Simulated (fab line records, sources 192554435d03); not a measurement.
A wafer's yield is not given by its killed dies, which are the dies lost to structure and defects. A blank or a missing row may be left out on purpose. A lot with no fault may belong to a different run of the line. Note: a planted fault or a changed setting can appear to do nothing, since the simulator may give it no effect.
Chamber matching | flow n5 finfet | cmp-03 running N5_MOL_CONTACT_COAG_CMP_28: 4 sister chambers
The step polishes, stops on SiNx, t overpolish 0.85 s, target thk 14.522 nm. 27 wafers are shown with their chamber, then 12 later ones without.

== WAFERS WITH THEIR CHAMBER ==
wafer  | chamber | motor current A (A) | time to endpoint s (s)
L076.2 | 0       | 13.0                | 4.1
L076.3 | 3       | 12.1                | 2.7
L076.5 | 1       | 12.0                | 2.7
L077.2 | 1       | 12.5                | 6.2
L077.3 | 2       | 10.4                | 6.9
L077.5 | 0       | 13.0                | 6.1
L078.1 | 1       | 12.0                | 2.0
L078.2 | 3       | 11.6                | 3.7
L078.6 | 1       | 12.5                | 4.6
L079.1 | 2       | 11.2                | 8.3
L079.2 | 3       | 11.7                | 8.6
L079.5 | 1       | 11.8                | 5.3
L080.2 | 1       | 12.1                | 5.3
L080.3 | 2       | 11.3                | 6.0
L080.5 | 2       | 11.0                | 8.3
L081.2 | 2       | 10.9                | 8.4
L081.5 | 1       | 12.2                | 5.4
L081.6 | 2       | 10.8                | 8.2
L083.4 | 0       | 13.5                | 8.1
L083.5 | 1       | 12.6                | 6.6
L083.6 | 0       | 13.2                | 9.8
L084.2 | 3       | 12.2                | 9.6
L084.3 | 1       | 12.4                | 7.3
L084.4 | 2       | 11.4                | 8.8
L085.4 | 1       | 12.0                | 6.4
L085.5 | 3       | 11.3                | 6.2
L085.6 | 2       | 10.7                | 6.3

SIGNATURES (means of the wafers above)
reading            | chamber 0 | chamber 1 | chamber 2 | chamber 3 | scatter within a chamber
motor current A    | 13.175    | 12.210    | 10.963    | 11.780    | 0.307
time to endpoint s | 7.025     | 5.180     | 7.650     | 6.160     | 1.96
Rule: a wafer's distance from a chamber is the root of the sum, over the readings, of the square of ((its reading less the chamber's mean) divided by the reading's scatter). The wafer belongs to the nearest chamber; if the next one is less than 2 further off, it can't be placed. How the scatter is found: for the shown wafers, subtract from each reading the mean of its chamber, square and add these, divide the total by (wafers less chambers), then take the root.

== WAFERS MISSING THEIR CHAMBER ==
wafer  | motor current A (A) | time to endpoint s (s)
L086.2 | 12.8                | 7.0
L086.4 | 11.5                | 6.5
L086.5 | 10.6                | 9.9
L088.1 | 11.1                | 8.7
L088.3 | 11.8                | 6.2
L088.4 | 12.0                | 6.1
L094.2 | 12.3                | 5.9
L094.3 | 10.4                | 8.8
L094.6 | 11.5                | 3.9
L095.1 | 13.1                | 13.3
L095.3 | 11.5                | 9.4
L095.5 | 12.8                | 10.3

== WHICH CHAMBER EACH WENT THROUGH ==
wafer  | from the rows above          | in truth
L086.2 | can't be placed: 0 or 1      | 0
L086.4 | can't be placed: 3 or 2 or 1 | 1
L086.5 | 2                            | 2
L088.1 | can't be placed: 2 or 3      | 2
L088.3 | can't be placed: 3 or 1      | 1
L088.4 | can't be placed: 3 or 1      | 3
L094.2 | can't be placed: 1 or 3      | 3
L094.3 | 2                            | 2
L094.6 | can't be placed: 3 or 1 or 2 | 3
L095.1 | can't be placed: 0 or 1      | 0
L095.3 | can't be placed: 3 or 2 or 1 | 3
L095.5 | can't be placed: 0 or 1 or 3 | 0
Placed correctly: 2 of 12. Can't be placed from these rows: 10 (the true chamber is among the candidates in 10). 0 placed wrongly.
